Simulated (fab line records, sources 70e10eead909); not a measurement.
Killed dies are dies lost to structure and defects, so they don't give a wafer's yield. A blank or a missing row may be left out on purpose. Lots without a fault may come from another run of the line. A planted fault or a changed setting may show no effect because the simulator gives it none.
Which tool did it? | flow nand_harc | 21 lots, 63 wafers sampled, at 6 steps of a route of 1302

WHAT THE GAUGES READ, wafer by wafer
The record holds no reading of a measuring or inspecting step that can be judged against a usual standard deviation.

WHICH TOOL RAN EACH LOT (tool, then ch and the chambers of the sampled wafers, then the start)
lot  | NHARC_A_STAIRCASE_HM_OPEN_460                 | NHARC_A_STAIRCASE_STRIP_295                   | NHARC_A_STAIRCASE_STRIP_316                   | NHARC_A_STAIRCASE_ETCHBACK_157     | NHARC_A_SGD_CUT_ETCH_59                       | NHARC_A_SLIT_DEP_25
L074 | rie_diel-01 ch 0,1, day 18 02:25 or earlier   | rie_diel-01 ch 0,1,2, day 18 02:25 or earlier | rie_diel-08 ch 0,2, day 18 02:25 or earlier   | rie_diel-07 ch 1,2,3, day 18 02:25 | rie_diel-09 ch 1,3, day 18 11:02 or earlier   | pecvd-03 ch 0,1,2, day 18 11:02
L075 | rie_diel-08 ch 1,2,3, day 18 09:37 or earlier | rie_diel-08 ch 0,1, day 18 09:37 or earlier   | rie_diel-07 ch 2,3, day 18 09:37 or earlier   | rie_diel-08 ch 1,2, day 18 09:37   | rie_diel-12 ch 0,3, day 18 20:04 or earlier   | pecvd-02 ch 0,2, day 18 20:04
L076 | rie_diel-08 ch 1,2,3, day 19 08:40 or earlier | rie_diel-08 ch 1,2,3, day 19 08:40 or earlier | rie_diel-07 ch 2,3, day 19 08:40 or earlier   | rie_diel-08 ch 0,1,3, day 19 08:40 | rie_diel-04 ch 0,3, day 19 19:01 or earlier   | pecvd-04 ch 0,2, day 19 19:01
L078 | rie_diel-01 ch 1,2, day 19 08:56 or earlier   | rie_diel-01 ch 1,3, day 19 08:56 or earlier   | rie_diel-07 ch 0,1,2, day 19 08:56 or earlier | rie_diel-08 ch 0,1,3, day 19 08:56 | rie_diel-12 ch 1,2, day 19 18:59 or earlier   | pecvd-03 ch 0,1,2, day 19 18:59
L079 | rie_diel-08 ch 0,2,3, day 20 09:18 or earlier | rie_diel-08 ch 1,2,3, day 20 09:18 or earlier | rie_diel-01 ch 0,1, day 20 09:18 or earlier   | rie_diel-01 ch 1,2, day 20 09:18   | rie_diel-04 ch 0,1,2, day 20 20:20 or earlier | pecvd-02 ch 0,2, day 20 20:20
L080 | rie_diel-01 ch 1,3, day 20 14:49 or earlier   | rie_diel-01 ch 0,1,2, day 20 14:49 or earlier | rie_diel-08 ch 0,1, day 20 14:49 or earlier   | rie_diel-07 ch 1,3, day 20 14:49   | rie_diel-09 ch 0,1,2, day 20 23:32 or earlier | pecvd-03 ch 0,2, day 20 23:32
L083 | rie_diel-08 ch 1,3, day 22 01:08 or earlier   | rie_diel-08 ch 1,3, day 22 01:08 or earlier   | rie_diel-01 ch 0,1, day 22 01:08 or earlier   | rie_diel-08 ch 0,2, day 22 01:08   | rie_diel-09 ch 1,3, day 22 09:50 or earlier   | pecvd-04 ch 0,2, day 22 09:50
L082 | rie_diel-01 ch 1,3, day 22 01:50 or earlier   | rie_diel-01 ch 1,2, day 22 01:50 or earlier   | rie_diel-08 ch 1,2,3, day 22 01:50 or earlier | rie_diel-01 ch 0,2,3, day 22 01:50 | rie_diel-04 ch 1,2,3, day 22 09:45 or earlier | pecvd-02 ch 0,2, day 22 09:45
L084 | rie_diel-07 ch 0,2,3, day 22 12:59 or earlier | rie_diel-07 ch 0,2,3, day 22 12:59 or earlier | rie_diel-01 ch 1,2,3, day 22 12:59 or earlier | rie_diel-08 ch 0,1,3, day 22 12:59 | rie_diel-04 ch 0,1,3, day 22 20:25 or earlier | pecvd-03 ch 0,1,2, day 22 20:25
L085 | rie_diel-07 ch 0,1,2, day 22 11:56 or earlier | rie_diel-07 ch 0,2,3, day 22 11:56 or earlier | rie_diel-07 ch 1,3, day 22 11:56 or earlier   | rie_diel-01 ch 0,2, day 22 11:56   | rie_diel-04 ch 0,1,2, day 22 20:23 or earlier | pecvd-02 ch 1,2, day 22 20:23
L086 | rie_diel-07 ch 0,1,3, day 23 08:29 or earlier | rie_diel-07 ch 0,1, day 23 08:29 or earlier   | rie_diel-01 ch 0,2, day 23 08:29 or earlier   | rie_diel-07 ch 2,3, day 23 08:29   | rie_diel-09 ch 1,2,3, day 23 18:59 or earlier | pecvd-02 ch 1,2, day 23 18:59
L087 | rie_diel-01 ch 1,2,3, day 23 06:34 or earlier | rie_diel-01 ch 0,2,3, day 23 06:34 or earlier | rie_diel-08 ch 1,2,3, day 23 06:34 or earlier | rie_diel-08 ch 1,2,3, day 23 06:34 | rie_diel-04 ch 0,2,3, day 23 19:01 or earlier | pecvd-04 ch 0,1,2, day 23 19:01
L088 | rie_diel-07 ch 0,2,3, day 23 19:11 or earlier | rie_diel-07 ch 0,2,3, day 23 19:11 or earlier | rie_diel-01 ch 0,1, day 23 19:11 or earlier   | rie_diel-07 ch 0,1,2, day 23 19:11 | rie_diel-04 ch 0,2,3, day 24 03:43 or earlier | pecvd-03 ch 0,2, day 24 03:43
L089 | rie_diel-08 ch 0,1,3, day 23 18:55 or earlier | rie_diel-08 ch 0,2,3, day 23 18:55 or earlier | rie_diel-08 ch 0,2,3, day 23 18:55 or earlier | rie_diel-07 ch 1,3, day 23 18:55   | rie_diel-12 ch 1,2, day 24 03:39 or earlier   | pecvd-02 ch 0,1,2, day 24 03:39
L092 | rie_diel-01 ch 0,3, day 25 09:32 or earlier   | rie_diel-01 ch 0,1, day 25 09:32 or earlier   | rie_diel-08 ch 1,2, day 25 09:32 or earlier   | rie_diel-01 ch 0,1, day 25 09:32   | rie_diel-12 ch 0,1, day 25 21:06 or earlier   | pecvd-04 ch 1,2, day 25 21:06
L091 | rie_diel-01 ch 0,3, day 23 07:00 or earlier   | rie_diel-07 ch 1,2, day 23 07:00              | rie_diel-07 ch 0,1,3, day 25 10:08 or earlier | rie_diel-01 ch 1,2, day 25 10:08   | rie_diel-09 ch 0,2,3, day 25 21:06 or earlier | pecvd-02 ch 0,1, day 25 21:06
L094 | rie_diel-07 ch 1,2,3, day 26 20:41 or earlier | rie_diel-07 ch 0,1,3, day 26 20:41 or earlier | rie_diel-01 ch 1,2, day 26 20:41 or earlier   | rie_diel-08 ch 0,1, day 26 20:41   | rie_diel-12 ch 1,2,3, day 27 05:04 or earlier | pecvd-03 ch 0,1,2, day 27 05:04
L093 | rie_diel-07 ch 1,2,3, day 26 20:34 or earlier | rie_diel-07 ch 0,2,3, day 26 20:34 or earlier | rie_diel-01 ch 1,2,3, day 26 20:34 or earlier | rie_diel-07 ch 1,2,3, day 26 20:34 | rie_diel-04 ch 0,2,3, day 27 04:53 or earlier | pecvd-04 ch 0,2, day 27 04:53
L095 | rie_diel-01 ch 0,1,3, day 27 05:02 or earlier | rie_diel-01 ch 1,2,3, day 27 05:02 or earlier | rie_diel-08 ch 0,2,3, day 27 05:02 or earlier | rie_diel-01 ch 1,2,3, day 27 05:02 | rie_diel-09 ch 0,1,3, day 27 14:29 or earlier | pecvd-04 ch 0,1, day 27 14:29
L096 | rie_diel-07 ch 1,2,3, day 27 04:49 or earlier | rie_diel-07 ch 0,1,3, day 27 04:49 or earlier | rie_diel-08 ch 0,2,3, day 27 04:49 or earlier | rie_diel-01 ch 0,2,3, day 27 04:49 | rie_diel-12 ch 0,1,3, day 27 14:29 or earlier | pecvd-03 ch 0,2, day 27 14:29
L097 | rie_diel-01 ch 0,1,3, day 27 14:19 or earlier | rie_diel-01 ch 0,2,3, day 27 14:19 or earlier | rie_diel-08 ch 1,2,3, day 27 14:19 or earlier | rie_diel-07 ch 0,1,2, day 27 14:19 | rie_diel-12 ch 0,2,3, day 27 22:53 or earlier | pecvd-04 ch 0,1,2, day 27 22:53
- NHARC_A_STAIRCASE_HM_OPEN_460: chemistry O2/COS.
- NHARC_A_STAIRCASE_STRIP_295: strips in O2.
- NHARC_A_STAIRCASE_STRIP_316: strips in O2.
- NHARC_A_STAIRCASE_ETCHBACK_157: etches the open film in CH3F/O2, target depth 90 nm, time 167.14 s.
- NHARC_A_SGD_CUT_ETCH_59: etches the open film in N2/H2, target depth 260 nm, time 406.25 s.
- NHARC_A_SLIT_DEP_25: deposits SiO2, target thk 200 nm.

WHAT THE TOOLS THEMSELVES READ (means of the sampled wafers that have a number; where no wafer has one, the mark that the record gives instead)
NHARC_A_STAIRCASE_HM_OPEN_460. Usual: drypump_motor_current_A 5.5 A, standard deviation 0.49; oes_product_au 1.000 a.u., standard deviation 0.01; rf_vpp_V 467.3 V, standard deviation 2.9; showerhead_plenum_p_Torr 3.13 Torr, standard deviation 0.13; throttle_valve_pct 28.331 %, standard deviation 0.0093.
lot  | tool        | drypump_motor_current_A (A) | oes_product_au (a.u.) | rf_vpp_V (V) | showerhead_plenum_p_Torr (Torr) | throttle_valve_pct (%) | flag
L074 | rie_diel-01 | 5.2                         | 0.997                 | 465.1        | 3.02                            | 28.330                 |
L075 | rie_diel-08 | 5.8                         | 0.998                 | 465.0        | 3.01                            | 28.329                 |
L076 | rie_diel-08 | 5.8                         | 1.003                 | 464.9        | 3.01                            | 28.331                 |
L078 | rie_diel-01 | 5.9                         | 0.996                 | 468.2        | 3.16                            | 28.328                 |
L079 | rie_diel-08 | 5.6                         | 1.007                 | 465.9        | 3.05                            | 28.330                 |
L080 | rie_diel-01 | 5.6                         | 1.002                 | 466.6        | 3.12                            | 28.328                 |
L083 | rie_diel-08 | 5.7                         | 1.009                 | 465.7        | 3.02                            | 28.331                 |
L082 | rie_diel-01 | 5.7                         | 0.996                 | 464.2        | 3.01                            | 28.326                 |
L084 | rie_diel-07 | 5.2                         | 0.993                 | 467.4        | 3.14                            | 28.330                 |
L085 | rie_diel-07 | 5.5                         | 0.997                 | 470.2        | 3.25                            | 28.328                 |
L086 | rie_diel-07 | 5.1                         | 1.003                 | 468.3        | 3.18                            | 28.324                 |
L087 | rie_diel-01 | 5.7                         | 1.009                 | 467.1        | 3.13                            | 28.325                 |
L088 | rie_diel-07 | 5.2                         | 0.997                 | 467.7        | 3.13                            | 28.336                 |
L089 | rie_diel-08 | 5.5                         | 0.993                 | 465.1        | 3.06                            | 28.340                 |
L092 | rie_diel-01 | 5.3                         | 1.008                 | 467.1        | 3.15                            | 28.333                 |
L091 | rie_diel-01 | 5.1                         | 1.010                 | 466.8        | 3.10                            | 28.328                 |
L094 | rie_diel-07 | 5.5                         | 0.994                 | 467.7        | 3.16                            | 28.335                 |
L093 | rie_diel-07 | 5.5                         | 0.994                 | 467.7        | 3.16                            | 28.329                 |
L095 | rie_diel-01 | 5.4                         | 1.007                 | 469.2        | 3.20                            | 28.336                 |
L096 | rie_diel-07 | 5.5                         | 0.993                 | 468.7        | 3.16                            | 28.329                 |
L097 | rie_diel-01 | 5.4                         | 1.007                 | 469.4        | 3.20                            | 28.340                 |

NHARC_A_STAIRCASE_STRIP_295. Usual: drypump_motor_current_A 5.5 A, standard deviation 0.5; oes_product_au 1.000 a.u., standard deviation 0.0095; rf_vpp_V 57.7 V, standard deviation 0.93; showerhead_plenum_p_Torr 3.53 Torr, standard deviation 0.15; throttle_valve_pct 17.037 %, standard deviation 0.0094.
lot  | tool        | drypump_motor_current_A (A) | oes_product_au (a.u.) | rf_vpp_V (V) | showerhead_plenum_p_Torr (Torr) | throttle_valve_pct (%) | flag
L074 | rie_diel-01 | 5.5                         | 0.997                 | 58.4         | 3.49                            | 17.040                 |
L075 | rie_diel-08 | 5.2                         | 0.999                 | 57.6         | 3.55                            | 17.035                 |
L076 | rie_diel-08 | 5.8                         | 0.998                 | 57.1         | 3.39                            | 17.036                 |
L078 | rie_diel-01 | 5.6                         | 1.005                 | 58.6         | 3.52                            | 17.034                 |
L079 | rie_diel-08 | 5.8                         | 1.003                 | 57.3         | 3.39                            | 17.032                 |
L080 | rie_diel-01 | 5.6                         | 1.005                 | 57.6         | 3.48                            | 17.042                 |
L083 | rie_diel-08 | 5.7                         | 1.004                 | 58.2         | 3.42                            | 17.040                 |
L082 | rie_diel-01 | 5.8                         | 1.001                 | 57.3         | 3.42                            | 17.044                 |
L084 | rie_diel-07 | 5.2                         | 0.994                 | 57.0         | 3.55                            | 17.044                 |
L085 | rie_diel-07 | 5.2                         | 0.990                 | 57.3         | 3.55                            | 17.032                 |
L086 | rie_diel-07 | 5.4                         | 0.998                 | 57.9         | 3.72                            | 17.044                 |
L087 | rie_diel-01 | 5.4                         | 1.005                 | 58.1         | 3.59                            | 17.046                 |
L088 | rie_diel-07 | 5.2                         | 0.996                 | 58.1         | 3.54                            | 17.038                 |
L089 | rie_diel-08 | 5.6                         | 1.005                 | 57.6         | 3.43                            | 17.040                 |
L092 | rie_diel-01 | 5.5                         | 1.006                 | 57.4         | 3.33                            | 17.034                 |
L091 | rie_diel-07 | 6.0                         | 0.988                 | 58.0         | 3.66                            | 17.042                 |
L094 | rie_diel-07 | 5.1                         | 0.992                 | 56.9         | 3.58                            | 17.039                 |
L093 | rie_diel-07 | 5.2                         | 1.000                 | 57.4         | 3.53                            | 17.034                 |
L095 | rie_diel-01 | 5.7                         | 1.009                 | 58.8         | 3.69                            | 17.034                 |
L096 | rie_diel-07 | 5.1                         | 0.999                 | 58.1         | 3.57                            | 17.037                 |
L097 | rie_diel-01 | 5.5                         | 1.010                 | 57.9         | 3.57                            | 17.034                 |

NHARC_A_STAIRCASE_STRIP_316. Usual: drypump_motor_current_A 5.6 A, standard deviation 0.47; oes_product_au 1.002 a.u., standard deviation 0.01; rf_vpp_V 57.7 V, standard deviation 0.87; showerhead_plenum_p_Torr 3.50 Torr, standard deviation 0.15; throttle_valve_pct 17.037 %, standard deviation 0.0096.
lot  | tool        | drypump_motor_current_A (A) | oes_product_au (a.u.) | rf_vpp_V (V) | showerhead_plenum_p_Torr (Torr) | throttle_valve_pct (%) | flag
L074 | rie_diel-08 | 5.3                         | 1.004                 | 57.9         | 3.52                            | 17.038                 |
L075 | rie_diel-07 | 5.1                         | 1.018                 | 57.6         | 3.48                            | 17.029                 |
L076 | rie_diel-07 | 5.6                         | 1.024                 | 57.9         | 3.56                            | 17.035                 |
L078 | rie_diel-07 | 5.6                         | 0.999                 | 58.5         | 3.68                            | 17.038                 |
L079 | rie_diel-01 | 5.2                         | 1.004                 | 57.3         | 3.40                            | 17.032                 |
L080 | rie_diel-08 | 5.2                         | 0.996                 | 57.7         | 3.53                            | 17.041                 |
L083 | rie_diel-01 | 5.5                         | 1.004                 | 57.1         | 3.34                            | 17.033                 |
L082 | rie_diel-08 | 5.8                         | 0.990                 | 57.6         | 3.38                            | 17.049                 |
L084 | rie_diel-01 | 5.7                         | 1.003                 | 57.2         | 3.53                            | 17.043                 |
L085 | rie_diel-07 | 5.0                         | 1.005                 | 57.8         | 3.51                            | 17.040                 |
L086 | rie_diel-01 | 5.6                         | 1.005                 | 57.9         | 3.61                            | 17.034                 |
L087 | rie_diel-08 | 5.8                         | 1.005                 | 57.5         | 3.38                            | 17.039                 |
L088 | rie_diel-01 | 5.2                         | 0.997                 | 57.3         | 3.39                            | 17.034                 |
L089 | rie_diel-08 | 5.6                         | 1.003                 | 57.8         | 3.43                            | 17.027                 |
L092 | rie_diel-08 | 5.8                         | 1.007                 | 58.4         | 3.38                            | 17.032                 |
L091 | rie_diel-07 | 5.1                         | 0.996                 | 58.1         | 3.58                            | 17.036                 |
L094 | rie_diel-01 | 5.9                         | 1.012                 | 58.2         | 3.71                            | 17.038                 |
L093 | rie_diel-01 | 5.8                         | 1.008                 | 58.4         | 3.69                            | 17.032                 |
L095 | rie_diel-08 | 5.7                         | 0.999                 | 57.2         | 3.42                            | 17.046                 |
L096 | rie_diel-08 | 5.6                         | 0.998                 | 57.9         | 3.42                            | 17.044                 |
L097 | rie_diel-08 | 5.8                         | 1.005                 | 56.8         | 3.36                            | 17.044                 |

NHARC_A_STAIRCASE_ETCHBACK_157. Usual: drypump_motor_current_A 5.5 A, standard deviation 0.49; oes_product_au 0.96 a.u., standard deviation 0.034; rf_vpp_V 244.4 V, standard deviation 1.6; showerhead_plenum_p_Torr 2.46 Torr, standard deviation 0.11; throttle_valve_pct 20.663 %, standard deviation 0.0081.
lot  | tool        | drypump_motor_current_A (A) | oes_product_au (a.u.) | rf_vpp_V (V) | showerhead_plenum_p_Torr (Torr) | throttle_valve_pct (%) | flag
L074 | rie_diel-07 | 5.5                         | 0.94                  | 245.0        | 2.51                            | 20.665                 |
L075 | rie_diel-08 | 5.8                         | 0.92                  | 243.3        | 2.37                            | 20.665                 |
L076 | rie_diel-08 | 5.5                         | 0.97                  | 245.0        | 2.42                            | 20.668                 |
L078 | rie_diel-08 | 5.5                         | 0.93                  | 244.7        | 2.42                            | 20.661                 |
L079 | rie_diel-01 | 5.9                         | 0.97                  | 244.5        | 2.48                            | 20.663                 |
L080 | rie_diel-07 | 5.0                         | 1.00                  | 244.6        | 2.45                            | 20.664                 |
L083 | rie_diel-08 | 5.7                         | 0.93                  | 243.1        | 2.38                            | 20.664                 |
L082 | rie_diel-01 | 5.4                         | 0.92                  | 245.1        | 2.50                            | 20.658                 |
L084 | rie_diel-08 | 5.5                         | 0.94                  | 244.3        | 2.41                            | 20.660                 |
L085 | rie_diel-01 | 5.2                         | 0.96                  | 244.3        | 2.46                            | 20.663                 |
L086 | rie_diel-07 | 5.1                         | 0.92                  | 244.5        | 2.40                            | 20.662                 |
L087 | rie_diel-08 | 5.8                         | 1.00                  | 243.1        | 2.35                            | 20.671                 |
L088 | rie_diel-07 | 5.5                         | 0.92                  | 245.6        | 2.55                            | 20.661                 |
L089 | rie_diel-07 | 5.4                         | 1.02                  | 244.3        | 2.53                            | 20.659                 |
L092 | rie_diel-01 | 5.2                         | 1.01                  | 245.2        | 2.48                            | 20.662                 |
L091 | rie_diel-01 | 5.8                         | 1.02                  | 246.8        | 2.62                            | 20.666                 |
L094 | rie_diel-08 | 5.4                         | 0.95                  | 243.4        | 2.40                            | 20.662                 |
L093 | rie_diel-07 | 5.5                         | 0.93                  | 244.9        | 2.48                            | 20.660                 |
L095 | rie_diel-01 | 5.7                         | 0.99                  | 245.9        | 2.57                            | 20.665                 |
L096 | rie_diel-01 | 5.4                         | 0.93                  | 244.8        | 2.48                            | 20.664                 |
L097 | rie_diel-07 | 5.5                         | 0.99                  | 244.8        | 2.54                            | 20.661                 |

NHARC_A_SGD_CUT_ETCH_59. Usual: drypump_motor_current_A 5.8 A, standard deviation 0.48; oes_product_au 0.995 a.u., standard deviation 0.0098; rf_vpp_V 431.0 V, standard deviation 2.4; showerhead_plenum_p_Torr 2.06 Torr, standard deviation 0.082; throttle_valve_pct 14.171 %, standard deviation 0.0086.
lot  | tool        | drypump_motor_current_A (A) | oes_product_au (a.u.) | rf_vpp_V (V) | showerhead_plenum_p_Torr (Torr) | throttle_valve_pct (%) | flag
L074 | rie_diel-09 | 6.6                         | 0.997                 | 430.6        | 2.06                            | 14.172                 |
L075 | rie_diel-12 | 5.8                         | 0.995                 | 432.5        | 2.09                            | 14.171                 |
L076 | rie_diel-04 | 5.0                         | 0.995                 | 430.7        | 2.02                            | 14.174                 |
L078 | rie_diel-12 | 5.7                         | 1.001                 | 432.9        | 2.16                            | 14.172                 |
L079 | rie_diel-04 | 5.6                         | 1.006                 | 429.4        | 1.99                            | 14.171                 |
L080 | rie_diel-09 | 6.0                         | 0.993                 | 432.2        | 2.13                            | 14.170                 |
L083 | rie_diel-09 | 6.4                         | 0.987                 | 432.6        | 2.09                            | 14.172                 |
L082 | rie_diel-04 | 5.5                         | 1.011                 | 428.1        | 1.95                            | 14.178                 |
L084 | rie_diel-04 | 5.3                         | 0.987                 | 428.9        | 1.99                            | 14.167                 |
L085 | rie_diel-04 | 5.6                         | 1.007                 | 429.3        | 1.99                            | 14.184                 |
L086 | rie_diel-09 | 6.3                         | 0.991                 | 431.5        | 2.11                            | 14.171                 |
L087 | rie_diel-04 | 5.2                         | 1.000                 | 429.3        | 1.98                            | 14.179                 |
L088 | rie_diel-04 | 5.3                         | 1.004                 | 428.5        | 1.98                            | 14.172                 |
L089 | rie_diel-12 | 5.6                         | 0.990                 | 432.9        | 2.15                            | 14.175                 |
L092 | rie_diel-12 | 5.5                         | 1.000                 | 432.6        | 2.09                            | 14.173                 |
L091 | rie_diel-09 | 6.2                         | 0.994                 | 430.7        | 2.09                            | 14.173                 |
L094 | rie_diel-12 | 5.7                         | 0.997                 | 433.2        | 2.15                            | 14.165                 |
L093 | rie_diel-04 | 5.2                         | 1.001                 | 429.1        | 1.98                            | 14.167                 |
L095 | rie_diel-09 | 6.4                         | 0.987                 | 431.9        | 2.07                            | 14.171                 |
L096 | rie_diel-12 | 5.7                         | 0.992                 | 432.9        | 2.09                            | 14.167                 |
L097 | rie_diel-12 | 5.8                         | 0.990                 | 431.4        | 2.10                            | 14.161                 |

NHARC_A_SLIT_DEP_25. Usual: heater_power_w 543 W, standard deviation 79; mfc_precursor_sccm 161.4 sccm, standard deviation 0.51; showerhead_vpp_V 1796 V, standard deviation 87; throttle_valve_pct 15.8 %, standard deviation 0.44.
lot  | tool     | heater_power_w (W) | mfc_precursor_sccm (sccm) | showerhead_vpp_V (V) | throttle_valve_pct (%) | flag
L074 | pecvd-03 | 556                | 161.3                     | 1821                 | 15.3                   |
L075 | pecvd-02 | 566                | 161.0                     | 1807                 | 15.8                   |
L076 | pecvd-04 | 585                | 161.2                     | 1691                 | 15.7                   |
L078 | pecvd-03 | 558                | 161.8                     | 1820                 | 15.5                   |
L079 | pecvd-02 | 579                | 161.5                     | 1802                 | 16.0                   |
L080 | pecvd-03 | 525                | 161.3                     | 1814                 | 15.3                   |
L083 | pecvd-04 | 500                | 161.6                     | 1745                 | 15.9                   |
L082 | pecvd-02 | 647                | 160.9                     | 1811                 | 16.1                   |
L084 | pecvd-03 | 595                | 161.4                     | 1805                 | 15.6                   |
L085 | pecvd-02 | 550                | 162.0                     | 1807                 | 15.7                   |
L086 | pecvd-02 | 525                | 161.6                     | 1791                 | 15.9                   |
L087 | pecvd-04 | 458                | 161.0                     | 1757                 | 16.1                   |
L088 | pecvd-03 | 516                | 161.6                     | 1786                 | 15.4                   |
L089 | pecvd-02 | 611                | 161.6                     | 1813                 | 16.0                   |
L092 | pecvd-04 | 446                | 160.6                     | 1824                 | 16.3                   |
L091 | pecvd-02 | 569                | 161.3                     | 1806                 | 15.6                   |
L094 | pecvd-03 | 541                | 161.2                     | 1811                 | 15.6                   |
L093 | pecvd-04 | 557                | 161.6                     | 1750                 | 15.7                   |
L095 | pecvd-04 | 479                | 160.9                     | 1783                 | 16.1                   |
L096 | pecvd-03 | 583                | 161.7                     | 1790                 | 15.5                   |
L097 | pecvd-04 | 524                | 161.1                     | 1775                 | 15.8                   |

THE ANSWER, worked out from the rows above alone
Rule: a lot is off if the mean of its wafers that have a number lies more than 3 standard deviations from the usual mean. A lot without any number at a reading at which 4 lots or more have one is off too. The other lots that the step has rows for count as sound. The gauges are gone through in route order, then the tools' own readings, and for those a lot's mean is taken as printed above. The first step at which some lot is off is used, and at that step the reading that is off furthest; a lot without a number counts as furthest.
No lot is off at any reading shown: from this, nothing can be told.

WHAT THE SIMULATOR HAD PUT IN
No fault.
